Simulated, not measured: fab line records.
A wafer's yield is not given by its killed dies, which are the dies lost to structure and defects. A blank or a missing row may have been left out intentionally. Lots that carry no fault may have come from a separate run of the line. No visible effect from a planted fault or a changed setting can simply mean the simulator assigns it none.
Comparing a struck lot with a sound one || flow n5 finfet || 14 out of 1938 route steps
Sound: wafers L831.1, L831.4, L831.5. Struck: wafer L823.2; the same lot's L823.4 was not struck, so it is left out; see the end for the cause.
Each step with rows lists, per side, the tool, then ch with its chambers, then its first start. Under that, the readings that differ: sound wafers || struck wafers || difference of the means || sigmas: that difference in standard deviations of wafers without a fault.
alike: readings with means less than 2 such deviations apart, plus words and numbers identical on both sides. not compared: withheld readings, readings lacking a value on some wafer, bounds such as >300 that could conceal the same value, and numbers that have no deviation in the record and whose values overlap.
The two part at a step that has a row with sigmas, a row that says differs or no value, or rows on one side only. Numbers that have no deviation but don't overlap get no sigmas and don't part them. A reading that every wafer of one side lacks parts them only if that side has two wafers or more.

N5_BEOL_M15_STRIP_36: strips in O2.
  sound on rie diel-05 ch 0,1,2, day 16 23:48; struck on rie diel-05 ch 2, day 15 03:41
  alike: drypump motor current A, oes product au, rf vpp V, showerhead plenum p Torr, throttle valve pct
  not compared: rf hours counter h
then, 2 steps without rows for these wafers: N5_BEOL_M15_STRIP_62 (strips in O2); N5_BEOL_M15_STRIP_37 (strips in O2).
N5_BEOL_M15_ETCH_38: etches SiCN in CF4/N2, target depth 106.4 nm, time 120.5 s.
  sound on rie diel-05 ch 0,1,2; struck on rie diel-05 ch 2
{"reading": "rf fwd power W (W)", "sound": "426.0 425.9 427.8", "struck": 430.0, "difference": "+3.4", "sigmas": "+3"}
  alike: drypump motor current A, oes product au, rf vpp V, showerhead plenum p Torr, throttle valve pct
  not compared: rf hours counter h
then, 3 steps without rows for these wafers: N5_BEOL_M15_PRECLEAN_39 (cleans in residue remover, time 60 s); N5_BEOL_M15_SRD_40 (time 30 s, dry time 30 s); N5_BEOL_M15_DEGAS_41 (time 60 s).
N5_BEOL_M15_PRE_CLEAN_42: time 30 s.
  struck on pvd sputter-02, day 15 04:40; sound on pvd sputter-03, day 17 00:32
{"reading": "heater power w (W)", "sound": "429 437 424", "struck": 537, "difference": "+107", "sigmas": "+2"}
N5_BEOL_M15_SPUTTER_43: material TaN, target thk 15 nm, time 24.19 s.
  struck on pvd sputter-02, day 15 04:43; sound on pvd sputter-03, day 17 00:37
{"reading": "throttle valve pct (%)", "sound": "30.5 31.2 30.3", "struck": 29.3, "difference": -1.4, "sigmas": -2}
then, 2 steps without rows for these wafers: N5_BEOL_M15_SPUTTER_44 (material Ta, target thk 15 nm, time 24.19 s); N5_BEOL_M15_SPUTTER_45 (material Cu, target thk 100 nm, time 16.67 s).
N5_BEOL_M15_ECD_47: material Cu, target thk 1860 nm.
  sound on ecd cu-02 ch 0,1, day 17 00:58; struck on ecd cu-01 ch 1, day 15 04:59
{"reading": "model.Cu_of_BEOL_M15_ECD_47.thk nm (nm)", "sound": "1819 1844 1842", "struck": 3168, "difference": "+1333", "sigmas": ""}
N5_BEOL_M15_ANNEAL_48: time 90 s.
  sound on rtp anneal-02 ch 0, day 17 01:13; struck on rtp anneal-01 ch 0, day 15 05:16
  alike: wafer_temp_C_max
N5_PASSIVATION_PROBE_49:
  only the struck wafers here have rows in the record (prober-02, day 15 20:33); the sound ones have none

== WHERE THEY PART ==
At N5_BEOL_M15_ETCH_38 first; at N5_PASSIVATION_PROBE_49 last (within this record only).

WHY: whatever the simulator had introduced
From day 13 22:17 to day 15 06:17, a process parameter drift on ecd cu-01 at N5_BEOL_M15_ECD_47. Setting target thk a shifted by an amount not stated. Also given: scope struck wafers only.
